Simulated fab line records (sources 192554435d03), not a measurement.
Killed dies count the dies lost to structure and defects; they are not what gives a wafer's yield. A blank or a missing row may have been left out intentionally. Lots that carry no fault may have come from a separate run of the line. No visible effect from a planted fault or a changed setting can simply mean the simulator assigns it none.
One fault seen from 2 desks ; flow n5-finfet ; every desk sees just its own numbers, and what lay behind them comes last

DESK OF THE TOOL OWNER: rie-diel-03
The tool's own readings at N5_BEOL_M14_TRENCH_ETCH_34 (etches SiO2 in C4F8/O2/Ar, target depth 556.65 nm, time 126.9 s): means of the sampled wafers that have a number, for each lot that ran on this tool. The brackets show how far a lot's mean lies from the usual mean; more than 4 standard deviations puts the lot out of limits, marked OUT.
Columns: A = drypump-motor-current-A at N5_BEOL_M14_TRENCH_ETCH_34, usual 5.8 A; B = oes-product-au at N5_BEOL_M14_TRENCH_ETCH_34, usual 0.81 a.u.; C = rf-fwd-power-W at N5_BEOL_M14_TRENCH_ETCH_34, usual 1899 W; D = rf-vpp-V at N5_BEOL_M14_TRENCH_ETCH_34, usual 2234 V; E = showerhead-plenum-p-Torr at N5_BEOL_M14_TRENCH_ETCH_34, usual 3.46 Torr; F = throttle-valve-pct at N5_BEOL_M14_TRENCH_ETCH_34, usual 30.92 %
lot;first seen here;A;B;C;D;E;F
L680;day 12 14:45;6.0;0.87;1902;2243;3.59;31.00
L685;day 13 06:08;5.6;0.83;1897;2232;3.49;31.07
L701;day 17 02:26;5.7;0.87;1900;2226;3.55;31.20
L702;day 18 00:09;5.9;0.85;1892;2246;3.58;30.90
This desk's verdict: no lot among the 4 shows anything out of limits.

METROLOGY DESK
Lot by lot, what the gauges showed, no matter which tool ran the lot: averages of those sampled wafers that carry a number. The brackets show how far a lot's mean lies from the usual mean; more than 4 standard deviations puts the lot out of limits, marked OUT. Readings shown: 7 of its 27, picked as those furthest out on some lot.
Columns: A = trench-depth-nm at N5_BEOL_M14_OCD_MEAS_35, usual 551 nm; B = M14_THK at N5_BEOL_M14_THK_MEAS_50, usual 554 nm; C = M14_RS at N5_BEOL_M14_RS_MEAS_54, usual 0.0336 ohm/sq; D = COMB_M9 at N5_BEOL_M15_RC_MEAS_101, usual 1.4e-11 S/m; E = SERP_M14 at N5_BEOL_M15_RC_MEAS_101, usual 0.163 ohm/um; F = SERP_M14_max_site at N5_BEOL_M15_RC_MEAS_101, usual 0.164 ohm/um; G = SERP_M8 at N5_BEOL_M15_RC_MEAS_101, usual 13.8 ohm/um
lot;first seen here;A;B;C;D;E;F;G
L680;day 12 14:08;562;563;0.0329;1.4e-11;0.161;0.162;12.7
L685;day 13 05:23;563;563;0.0329;1.2e-11;0.159;0.161;13.3
L689;day 13 13:23;538;543;0.0344;2.0e-11;0.165;0.167;13.9
L692;day 15 12:38;546;547;0.0339;1.4e-11;0.162;0.164;14.1
L695;day 15 22:50;558;552;0.0331;1.3e-11;0.159;0.160;14.1
L701;day 17 01:51;532;536;0.0352;1.4e-11;0.172;0.173;13.8
L702;day 17 23:35;516;511;0.0367;1.4e-11;0.178;0.180;13.1
This desk's verdict: no lot among the 7 shows anything out of limits.

TAKEN TOGETHER
The tool owner's desk saw nothing out of limits.
At the metrology desk, nothing out of limits was observed.

WHAT HAD BEEN PUT IN BY THE SIMULATOR
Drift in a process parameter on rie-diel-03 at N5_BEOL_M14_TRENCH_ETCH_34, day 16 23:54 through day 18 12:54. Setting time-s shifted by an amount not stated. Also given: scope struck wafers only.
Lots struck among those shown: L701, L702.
